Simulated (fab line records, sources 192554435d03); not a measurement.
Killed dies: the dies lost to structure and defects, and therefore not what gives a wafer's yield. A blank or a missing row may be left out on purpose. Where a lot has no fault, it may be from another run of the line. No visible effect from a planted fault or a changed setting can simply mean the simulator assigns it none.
fab line records / flow n5_finfet / part 2 of 2: steps 26 to 36 of 36
[record] lots = 5 wafers = 15 last_day = 18
route steps=1938 shown WELL_APT@46 PMOS_HMC_CHANNEL_EPI@57
lots untouched by any fault: they come from a run of this same line in which no faults occurred
start_h: the number of hours between the record's first day and the start of the first shown wafer of the lot / wait_h: hours elapsed since this lot's preceding step / " same as the row above / L1.1+2: a single row standing in for several wafers / - either no value or no given start / * or withheld: withheld / < > ~ a bound
route shown NAME@n: NAME is a module with steps in the file, n the number in the route of the first one / usual: mean/standard deviation taken from wafers without a fault / same: alike in all rows / chamber/n: place in a boat / sites: the reading at each site / _std_site: how widely they spread, as a standard deviation / _edge_site: the outer-site mean with the inner-site mean subtracted / radius_mm: how far each site lies from the wafer's centre / mask NAME#n: copy n / behind: tool/chamber where the wafer was last shaped / hold: the reason the lot was held/the length of the hold in hours/how it ended / device: names the non-switching transistor (n, p or np) / end of line: tests run on the same wafers once the route is complete / for a step that has no rows: nothing shown but its recipe / killed: the dies lost at the first sort to structure and to defects; this is not the yield of the wafer / map: a wafer's dies, marking killed ones x, the rest . and places with no die _
set.NAME: the setting as run; set.NAME@STEP: as run at that earlier step / model.NAME: the simulator's own value behind a step, which no gauge read
lots at selected steps of the route; one table per step, one row per wafer
services: from which hour (start_h, from the record's first day; less than 0 if before it) a tool's chamber was out of use, for how many hours, and why
[[steps]]
[step N5_PMOS_HMC_CHANNEL_EPI_STRIP_33]
[recipe] chemistry = N2/H2 power_w = 500 temp_c = 40 pressure_mtorr = 50 rf_frequency_hz = 6e+07 overash_fraction = 0.3 bias_power_w = 8 h2_frac = 0.5 n2_flow_sccm = 300 h2_flow_sccm = 300
[usual] drypump_motor_current_A = 5.6/0.42 oes_product_au = 0.77/0.082 rf_vpp_V = 54.2/1.7 showerhead_plenum_p_Torr = 3.36/0.11 throttle_valve_pct = 18.9/0.39
lot.wafer=L083.2 tool=rie_diel-03 chamber=1 start_h=71.55 wait_h=0.0 drypump_motor_current_A=4.9 oes_product_au=0.70 rf_hours_counter_h=227 rf_vpp_V=53.3 showerhead_plenum_p_Torr=3.48 throttle_valve_pct=19.7
lot.wafer=L083.3 tool=rie_diel-03 chamber=3 start_h=71.55 wait_h=0.0 drypump_motor_current_A=6.0 oes_product_au=0.68 rf_hours_counter_h=243 rf_vpp_V=55.1 showerhead_plenum_p_Torr=3.40 throttle_valve_pct=18.6
lot.wafer=L083.6 tool=rie_diel-03 chamber=1 start_h=71.55 wait_h=0.0 drypump_motor_current_A=4.9 oes_product_au=0.70 rf_hours_counter_h=- rf_vpp_V=53.7 showerhead_plenum_p_Torr=3.48 throttle_valve_pct=19.7
lot.wafer=L084.1 tool=rie_diel-05 chamber=3 start_h=77.77 wait_h=0.0 drypump_motor_current_A=5.4 oes_product_au=0.87 rf_hours_counter_h=49 rf_vpp_V=54.7 showerhead_plenum_p_Torr=3.39 throttle_valve_pct=18.9
lot.wafer=L084.4 tool=rie_diel-05 chamber=2 start_h=77.77 wait_h=0.0 drypump_motor_current_A=5.8 oes_product_au=0.78 rf_hours_counter_h=- rf_vpp_V=56.1 showerhead_plenum_p_Torr=3.38 throttle_valve_pct=19.4
lot.wafer=L084.5 tool=rie_diel-05 chamber=3 start_h=77.77 wait_h=0.0 drypump_motor_current_A=5.4 oes_product_au=0.86 rf_hours_counter_h=- rf_vpp_V=55.2 showerhead_plenum_p_Torr=3.39 throttle_valve_pct=18.9
lot.wafer=L087.3 tool=rie_diel-04 chamber=0 start_h=98.05 wait_h=0.0 drypump_motor_current_A=6.3 oes_product_au=0.90 rf_hours_counter_h=19 rf_vpp_V=52.2 showerhead_plenum_p_Torr=3.30 throttle_valve_pct=19.2
lot.wafer=L087.4 tool=rie_diel-04 chamber=2 start_h=98.05 wait_h=0.0 drypump_motor_current_A=5.0 oes_product_au=0.78 rf_hours_counter_h=151 rf_vpp_V=54.1 showerhead_plenum_p_Torr=3.24 throttle_valve_pct=19.1
lot.wafer=L087.6 tool=rie_diel-04 chamber=1 start_h=98.05 wait_h=0.0 drypump_motor_current_A=5.0 oes_product_au=0.69 rf_hours_counter_h=- rf_vpp_V=55.1 showerhead_plenum_p_Torr=3.30 throttle_valve_pct=18.5
lot.wafer=L091.2 tool=rie_diel-05 chamber=2 start_h=119.54 wait_h=0.0 drypump_motor_current_A=5.8 oes_product_au=0.75 rf_hours_counter_h=121 rf_vpp_V=54.2 showerhead_plenum_p_Torr=3.37 throttle_valve_pct=19.4
lot.wafer=L091.3 tool=rie_diel-05 chamber=0 start_h=119.54 wait_h=0.0 drypump_motor_current_A=6.1 oes_product_au=0.97 rf_hours_counter_h=9 rf_vpp_V=52.3 showerhead_plenum_p_Torr=3.32 throttle_valve_pct=18.5
lot.wafer=L091.6 tool=rie_diel-05 chamber=3 start_h=119.54 wait_h=0.0 drypump_motor_current_A=5.4 oes_product_au=0.86 rf_hours_counter_h=- rf_vpp_V=58.1 showerhead_plenum_p_Torr=3.38 throttle_valve_pct=18.9
lot.wafer=L096.1 tool=rie_diel-04 chamber=1 start_h=149.35 wait_h=0.0 drypump_motor_current_A=5.1 oes_product_au=0.68 rf_hours_counter_h=226 rf_vpp_V=54.0 showerhead_plenum_p_Torr=3.29 throttle_valve_pct=18.5
lot.wafer=L096.2 tool=rie_diel-04 chamber=3 start_h=149.35 wait_h=0.0 drypump_motor_current_A=5.4 oes_product_au=0.89 rf_hours_counter_h=25 rf_vpp_V=58.0 showerhead_plenum_p_Torr=3.58 throttle_valve_pct=18.6
lot.wafer=L096.6 tool=rie_diel-04 chamber=0 start_h=149.35 wait_h=0.0 drypump_motor_current_A=6.3 oes_product_au=0.87 rf_hours_counter_h=- rf_vpp_V=54.0 showerhead_plenum_p_Torr=3.29 throttle_valve_pct=19.3
[step N5_PMOS_HMC_CHANNEL_EPI_STRIP_17]
[recipe] chemistry = SPM time_s = 750 temp_c = 130 h2so4_h2o2_vol_ratio = 4 dry = ipa_marangoni
lot.wafer=L083.2+3+6 tool=wet_bench-05 chamber=7,6,1 start_h=71.62 wait_h=-
lot.wafer=L084.1+4+5 tool=wet_bench-06 chamber=0,7,5 start_h=77.84 wait_h=-
lot.wafer=L087.3+4+6 tool=wet_bench-02 chamber=1,4,2 start_h=98.12 wait_h=-
lot.wafer=L091.2+3+6 tool=wet_bench-05 chamber=2,3,6 start_h=119.61 wait_h=-
lot.wafer=L096.1+2+6 tool=wet_bench-05 chamber=2,1,0 start_h=149.42 wait_h=-
[step N5_PMOS_HMC_CHANNEL_EPI_ETCH_38]
[recipe] chemistry = CF4 target = SiO2 target_depth_a = 15 ion_energy_ev = 350 pressure_mtorr = 10 icp_w = 800 bias_w = 400 cf4_flow_sccm = 80
[usual] drypump_motor_current_A = 5.7/0.48 oes_product_au = 1.010/0.021 throttle_valve_pct = 21.8/0.31
lot.wafer=L083.2 tool=rie_si-06 chamber=1 start_h=71.86 wait_h=0.0 drypump_motor_current_A=5.1 oes_product_au=1.039 rf_hours_counter_h=64 throttle_valve_pct=21.6
lot.wafer=L083.3 tool=rie_si-06 chamber=0 start_h=71.86 wait_h=0.0 drypump_motor_current_A=5.9 oes_product_au=1.008 rf_hours_counter_h=159 throttle_valve_pct=22.3
lot.wafer=L083.6 tool=rie_si-06 chamber=3 start_h=71.86 wait_h=0.0 drypump_motor_current_A=6.7 oes_product_au=0.992 rf_hours_counter_h=- throttle_valve_pct=21.7
lot.wafer=L084.1 tool=rie_si-06 chamber=3 start_h=78.07 wait_h=0.0 drypump_motor_current_A=6.8 oes_product_au=1.003 rf_hours_counter_h=28 throttle_valve_pct=21.7
lot.wafer=L084.4 tool=rie_si-06 chamber=0 start_h=78.07 wait_h=0.0 drypump_motor_current_A=5.8 oes_product_au=1.021 rf_hours_counter_h=159 throttle_valve_pct=22.3
lot.wafer=L084.5 tool=rie_si-06 chamber=2 start_h=78.07 wait_h=0.0 drypump_motor_current_A=6.2 oes_product_au=0.989 rf_hours_counter_h=- throttle_valve_pct=22.2
lot.wafer=L087.3 tool=rie_si-01 chamber=1 start_h=98.36 wait_h=0.0 drypump_motor_current_A=5.0 oes_product_au=1.014 rf_hours_counter_h=7 throttle_valve_pct=21.5
lot.wafer=L087.4 tool=rie_si-01 chamber=2 start_h=98.36 wait_h=0.0 drypump_motor_current_A=5.5 oes_product_au=0.993 rf_hours_counter_h=3 throttle_valve_pct=22.0
lot.wafer=L087.6 tool=rie_si-01 chamber=2 start_h=98.36 wait_h=0.0 drypump_motor_current_A=5.5 oes_product_au=0.999 rf_hours_counter_h=- throttle_valve_pct=22.0
lot.wafer=L091.2 tool=rie_si-06 chamber=1 start_h=119.84 wait_h=0.0 drypump_motor_current_A=5.1 oes_product_au=1.034 rf_hours_counter_h=64 throttle_valve_pct=21.6
lot.wafer=L091.3 tool=rie_si-06 chamber=3 start_h=119.84 wait_h=0.0 drypump_motor_current_A=6.7 oes_product_au=1.000 rf_hours_counter_h=28 throttle_valve_pct=21.7
lot.wafer=L091.6 tool=rie_si-06 chamber=1 start_h=119.84 wait_h=0.0 drypump_motor_current_A=5.1 oes_product_au=1.041 rf_hours_counter_h=- throttle_valve_pct=21.6
lot.wafer=L096.1 tool=rie_si-01 chamber=1 start_h=149.65 wait_h=0.0 drypump_motor_current_A=5.0 oes_product_au=1.023 rf_hours_counter_h=8 throttle_valve_pct=21.5
lot.wafer=L096.2 tool=rie_si-01 chamber=2 start_h=149.65 wait_h=0.0 drypump_motor_current_A=5.5 oes_product_au=0.989 rf_hours_counter_h=4 throttle_valve_pct=22.0
lot.wafer=L096.6 tool=rie_si-01 chamber=2 start_h=149.65 wait_h=0.0 drypump_motor_current_A=5.5 oes_product_au=0.994 rf_hours_counter_h=- throttle_valve_pct=22.0
[step N5_PMOS_HMC_CHANNEL_EPI_FIN_RECESS_16]
[recipe] chemistry = HBr/Cl2 target = Si mask_material = SiO2 target_depth_a = 540 time_s = 18 pressure_mtorr = 10 icp_w = 800 bias_w = 75 HBr_flow_sccm = 150 Cl2_flow_sccm = 80
[usual] HBr_flow_sccm = 149.9/0.45 drypump_motor_current_A = 5.7/0.48 oes_product_au = 1.007/0.019 throttle_valve_pct = 35.5/0.44
lot.wafer=L083.2 tool=rie_si-06 chamber=1 start_h=71.88 wait_h=0.0 HBr_flow_sccm=150.8 drypump_motor_current_A=5.1 oes_product_au=1.029 rf_hours_counter_h=64 throttle_valve_pct=35.3
lot.wafer=L083.3 tool=rie_si-06 chamber=0 start_h=71.88 wait_h=0.0 HBr_flow_sccm=149.9 drypump_motor_current_A=5.9 oes_product_au=1.016 rf_hours_counter_h=159 throttle_valve_pct=36.1
lot.wafer=L083.6 tool=rie_si-06 chamber=3 start_h=71.88 wait_h=0.0 HBr_flow_sccm=150.7 drypump_motor_current_A=6.7 oes_product_au=0.997 rf_hours_counter_h=- throttle_valve_pct=35.4
lot.wafer=L084.1 tool=rie_si-06 chamber=3 start_h=78.09 wait_h=0.0 HBr_flow_sccm=150.1 drypump_motor_current_A=6.7 oes_product_au=0.993 rf_hours_counter_h=28 throttle_valve_pct=35.4
lot.wafer=L084.4 tool=rie_si-06 chamber=0 start_h=78.09 wait_h=0.0 HBr_flow_sccm=149.8 drypump_motor_current_A=5.9 oes_product_au=1.021 rf_hours_counter_h=159 throttle_valve_pct=36.1
lot.wafer=L084.5 tool=rie_si-06 chamber=2 start_h=78.09 wait_h=0.0 HBr_flow_sccm=149.9 drypump_motor_current_A=6.3 oes_product_au=0.984 rf_hours_counter_h=- throttle_valve_pct=36.0
lot.wafer=L087.3 tool=rie_si-01 chamber=1 start_h=98.38 wait_h=0.0 HBr_flow_sccm=149.9 drypump_motor_current_A=5.0 oes_product_au=1.012 rf_hours_counter_h=7 throttle_valve_pct=34.9
lot.wafer=L087.4 tool=rie_si-01 chamber=2 start_h=98.38 wait_h=0.0 HBr_flow_sccm=150.3 drypump_motor_current_A=5.5 oes_product_au=0.992 rf_hours_counter_h=3 throttle_valve_pct=36.2
lot.wafer=L087.6 tool=rie_si-01 chamber=2 start_h=98.38 wait_h=0.0 HBr_flow_sccm=149.9 drypump_motor_current_A=5.5 oes_product_au=1.001 rf_hours_counter_h=- throttle_valve_pct=36.2
lot.wafer=L091.2 tool=rie_si-06 chamber=1 start_h=119.86 wait_h=0.0 HBr_flow_sccm=150.1 drypump_motor_current_A=5.2 oes_product_au=1.042 rf_hours_counter_h=64 throttle_valve_pct=35.3
lot.wafer=L091.3 tool=rie_si-06 chamber=3 start_h=119.86 wait_h=0.0 HBr_flow_sccm=150.2 drypump_motor_current_A=6.7 oes_product_au=0.991 rf_hours_counter_h=28 throttle_valve_pct=35.4
lot.wafer=L091.6 tool=rie_si-06 chamber=1 start_h=119.86 wait_h=0.0 HBr_flow_sccm=149.7 drypump_motor_current_A=5.1 oes_product_au=1.043 rf_hours_counter_h=- throttle_valve_pct=35.3
lot.wafer=L096.1 tool=rie_si-01 chamber=1 start_h=149.67 wait_h=0.0 HBr_flow_sccm=150.0 drypump_motor_current_A=5.0 oes_product_au=1.004 rf_hours_counter_h=8 throttle_valve_pct=34.9
lot.wafer=L096.2 tool=rie_si-01 chamber=2 start_h=149.67 wait_h=0.0 HBr_flow_sccm=150.2 drypump_motor_current_A=5.5 oes_product_au=0.988 rf_hours_counter_h=4 throttle_valve_pct=36.2
lot.wafer=L096.6 tool=rie_si-01 chamber=2 start_h=149.67 wait_h=0.0 HBr_flow_sccm=150.8 drypump_motor_current_A=5.5 oes_product_au=1.001 rf_hours_counter_h=- throttle_valve_pct=36.2
[step N5_PMOS_HMC_CHANNEL_EPI_PRECLEAN_36]
[recipe] chemistry = O3/DIW time_s = 45 temp_c = 22 o3_ppm = 10
[usual] o3_ppm = 10.01/0.1
lot.wafer=L083.2 tool=wet_bench-02 chamber=6 start_h=71.98 wait_h=0.1 o3_ppm=10.02
lot.wafer=L083.3 tool=wet_bench-02 chamber=7 start_h=71.98 wait_h=0.1 o3_ppm=10.05
lot.wafer=L083.6 tool=wet_bench-02 chamber=2 start_h=71.98 wait_h=0.1 o3_ppm=10.20
lot.wafer=L084.1 tool=wet_bench-06 chamber=5 start_h=78.19 wait_h=0.1 o3_ppm=10.14
lot.wafer=L084.4 tool=wet_bench-06 chamber=6 start_h=78.19 wait_h=0.1 o3_ppm=9.98
lot.wafer=L084.5 tool=wet_bench-06 chamber=3 start_h=78.19 wait_h=0.1 o3_ppm=10.02
lot.wafer=L087.3 tool=wet_bench-02 chamber=4 start_h=98.47 wait_h=0.1 o3_ppm=9.97
lot.wafer=L087.4 tool=wet_bench-02 chamber=6 start_h=98.47 wait_h=0.1 o3_ppm=9.94
lot.wafer=L087.6 tool=wet_bench-02 chamber=0 start_h=98.47 wait_h=0.1 o3_ppm=9.81
lot.wafer=L091.2 tool=wet_bench-02 chamber=0 start_h=119.96 wait_h=0.1 o3_ppm=10.08
lot.wafer=L091.3 tool=wet_bench-02 chamber=2 start_h=119.96 wait_h=0.1 o3_ppm=9.93
lot.wafer=L091.6 tool=wet_bench-02 chamber=7 start_h=119.96 wait_h=0.1 o3_ppm=9.94
lot.wafer=L096.1 tool=wet_bench-02 chamber=5 start_h=149.77 wait_h=0.1 o3_ppm=10.01
lot.wafer=L096.2 tool=wet_bench-02 chamber=1 start_h=149.77 wait_h=0.1 o3_ppm=9.90
lot.wafer=L096.6 tool=wet_bench-02 chamber=4 start_h=149.77 wait_h=0.1 o3_ppm=10.24
[step N5_PMOS_HMC_CHANNEL_EPI_PRECLEAN_18]
[recipe] chemistry = DHF time_s = 30 temp_c = 25 dilution = withheld
lot.wafer=L083.2+3+6 tool=wet_bench-02 chamber=6,7,2 start_h=71.99 wait_h=0.0
lot.wafer=L084.1+4+5 tool=wet_bench-06 chamber=5,6,3 start_h=78.21 wait_h=0.0
lot.wafer=L087.3+4+6 tool=wet_bench-02 chamber=4,6,0 start_h=98.49 wait_h=0.0
lot.wafer=L091.2+3+6 tool=wet_bench-02 chamber=0,2,7 start_h=119.98 wait_h=0.0
lot.wafer=L096.1+2+6 tool=wet_bench-02 chamber=5,1,4 start_h=149.79 wait_h=0.0
[step N5_PMOS_HMC_CHANNEL_EPI_SRD_19]
[recipe] dry = ipa_marangoni do_ppb = 5 time_s = 30 temp_c = 23 rinse_liquid = diw
lot.wafer=L083.2+3+6 tool=wet_bench-02 chamber=6,7,2 start_h=72.00 wait_h=0.0
lot.wafer=L084.1+4+5 tool=wet_bench-06 chamber=5,6,3 start_h=78.21 wait_h=0.0
lot.wafer=L087.3+4+6 tool=wet_bench-02 chamber=4,6,0 start_h=98.50 wait_h=0.0
lot.wafer=L091.2+3+6 tool=wet_bench-02 chamber=0,2,7 start_h=119.98 wait_h=0.0
lot.wafer=L096.1+2+6 tool=wet_bench-02 chamber=5,1,4 start_h=149.80 wait_h=0.0
[step N5_PMOS_HMC_CHANNEL_EPI_EPI_20]
[recipe] material = SiGe30 mask_material = SiO2 pressure_torr = 20 target_thk_a = 590 temp_c = 600
lot.wafer=L083.2+3+6 tool=epi_rpcvd-02 chamber=0 start_h=72.25 wait_h=0.2
lot.wafer=L084.1+4+5 tool=epi_rpcvd-04 chamber=0 start_h=78.26 wait_h=0.0
lot.wafer=L087.3+4+6 tool=epi_rpcvd-03 chamber=0 start_h=99.08 wait_h=0.6
lot.wafer=L091.2+3+6 tool=epi_rpcvd-03 chamber=0 start_h=120.31 wait_h=0.3
lot.wafer=L096.1+2+6 tool=epi_rpcvd-03 chamber=0 start_h=149.85 wait_h=0.0
[step N5_PMOS_HMC_CHANNEL_EPI_HM_STRIP_35]
[recipe] chemistry = dHF temp_c = 25 material = SiO2 target = SiO2 target_depth_a = 396 time_s = 216
lot.wafer=L083.2+3+6 tool=wet_bench-05 chamber=6,0,7 start_h=73.28 wait_h=0.8
lot.wafer=L084.1+4+5 tool=wet_bench-05 chamber=1,3,4 start_h=79.90 wait_h=1.4
lot.wafer=L087.3+4+6 tool=wet_bench-06 chamber=3,4,6 start_h=100.18 wait_h=0.8
lot.wafer=L091.2+3+6 tool=wet_bench-06 chamber=1,3,2 start_h=121.67 wait_h=1.1
lot.wafer=L096.1+2+6 tool=wet_bench-05 chamber=2,3,1 start_h=151.48 wait_h=1.4
[step N5_PMOS_HMC_CHANNEL_EPI_SRD_39]
[recipe] dry = ipa_marangoni time_s = 30 temp_c = 23 rinse_liquid = diw
lot.wafer=L083.2+3+6 tool=wet_bench-05 chamber=6,0,7 start_h=73.35 wait_h=0.0
lot.wafer=L084.1+4+5 tool=wet_bench-05 chamber=1,3,4 start_h=79.96 wait_h=0.0
lot.wafer=L087.3+4+6 tool=wet_bench-06 chamber=3,4,6 start_h=100.24 wait_h=0.0
lot.wafer=L091.2+3+6 tool=wet_bench-06 chamber=1,3,2 start_h=121.74 wait_h=0.0
lot.wafer=L096.1+2+6 tool=wet_bench-05 chamber=2,3,1 start_h=151.54 wait_h=0.0
[step N5_PMOS_HMC_CHANNEL_EPI_CMP_21]
[recipe] material = SiGe30 post_cmp_clean = alkaline_brush target_thk_nm = 54
[usual] motor_current_A = 12.2/1.1
lot.wafer=L083.2 tool=cmp-03 chamber=3 start_h=73.42 wait_h=0.1 motor_current_A=10.8
lot.wafer=L083.3 tool=cmp-03 chamber=0 start_h=73.42 wait_h=0.1 motor_current_A=12.5
lot.wafer=L083.6 tool=cmp-03 chamber=3 start_h=73.42 wait_h=0.1 motor_current_A=11.0
lot.wafer=L084.1 tool=cmp-01 chamber=2 start_h=80.04 wait_h=0.1 motor_current_A=10.5
lot.wafer=L084.4 tool=cmp-01 chamber=0 start_h=80.04 wait_h=0.1 motor_current_A=10.9
lot.wafer=L084.5 tool=cmp-01 chamber=2 start_h=80.04 wait_h=0.1 motor_current_A=10.4
lot.wafer=L087.4 tool=cmp-03 chamber=2 start_h=100.32 wait_h=0.1 motor_current_A=13.6
lot.wafer=L087.3 tool=cmp-03 chamber=3 start_h=100.32 wait_h=0.1 motor_current_A=11.4
lot.wafer=L087.6 tool=cmp-03 chamber=1 start_h=100.32 wait_h=0.1 motor_current_A=13.6
lot.wafer=L091.3 tool=cmp-03 chamber=1 start_h=121.81 wait_h=0.1 motor_current_A=13.6
lot.wafer=L091.2 tool=cmp-03 chamber=3 start_h=121.81 wait_h=0.1 motor_current_A=10.5
lot.wafer=L091.6 tool=cmp-03 chamber=1 start_h=121.81 wait_h=0.1 motor_current_A=13.4
lot.wafer=L096.2 tool=cmp-03 chamber=3 start_h=151.66 wait_h=0.1 motor_current_A=10.6
lot.wafer=L096.1 tool=cmp-03 chamber=0 start_h=151.66 wait_h=0.1 motor_current_A=12.7
lot.wafer=L096.6 tool=cmp-03 chamber=1 start_h=151.66 wait_h=0.1 motor_current_A=14.9
[[services]]
tool=cmp-03 chamber=- start_h=45.59 hours=3.8 kind=repair
tool=arfi_scanner-02 chamber=- start_h=50.21 hours=1.3 kind=pm
tool=pecvd-04 chamber=- start_h=54.39 hours=6.0 kind=pm
tool=cmp-03 chamber=- start_h=54.40 hours=4.0 kind=pm
tool=arfi_scanner-03 chamber=- start_h=56.79 hours=1.3 kind=pm
tool=arfi_scanner-03 chamber=- start_h=60.60 hours=1.0 kind=pm
tool=implanter-01 chamber=- start_h=63.18 hours=5.3 kind=pm
tool=rie_si-06 chamber=3 start_h=64.60 hours=4.5 kind=repair
tool=wet_bench-06 chamber=- start_h=67.58 hours=1.9 kind=pm
tool=rie_diel-03 chamber=3 start_h=74.51 hours=6.5 kind=repair
tool=cmp-03 chamber=- start_h=76.09 hours=4.0 kind=pm
tool=rie_diel-03 chamber=0 start_h=83.65 hours=4.6 kind=repair
tool=cmp-03 chamber=- start_h=84.01 hours=0.3 kind=repair
tool=rie_si-06 chamber=3 start_h=88.69 hours=5.7 kind=repair
tool=rie_diel-06 chamber=0 start_h=89.21 hours=9.2 kind=repair
tool=wet_bench-01 chamber=- start_h=94.55 hours=5.9 kind=repair
tool=arfi_scanner-03 chamber=- start_h=94.70 hours=1.5 kind=repair
tool=rie_si-06 chamber=1 start_h=95.52 hours=14.7 kind=repair
tool=epi_rpcvd-04 chamber=- start_h=103.69 hours=6.0 kind=pm
tool=rie_si-06 chamber=- start_h=109.57 hours=2.8 kind=pm
tool=rie_si-01 chamber=1 start_h=116.47 hours=6.3 kind=repair
tool=pecvd-04 chamber=- start_h=133.78 hours=1.2 kind=repair
tool=implanter-01 chamber=- start_h=142.46 hours=17.0 kind=pm
tool=arfi_scanner-02 chamber=- start_h=145.63 hours=1.0 kind=pm
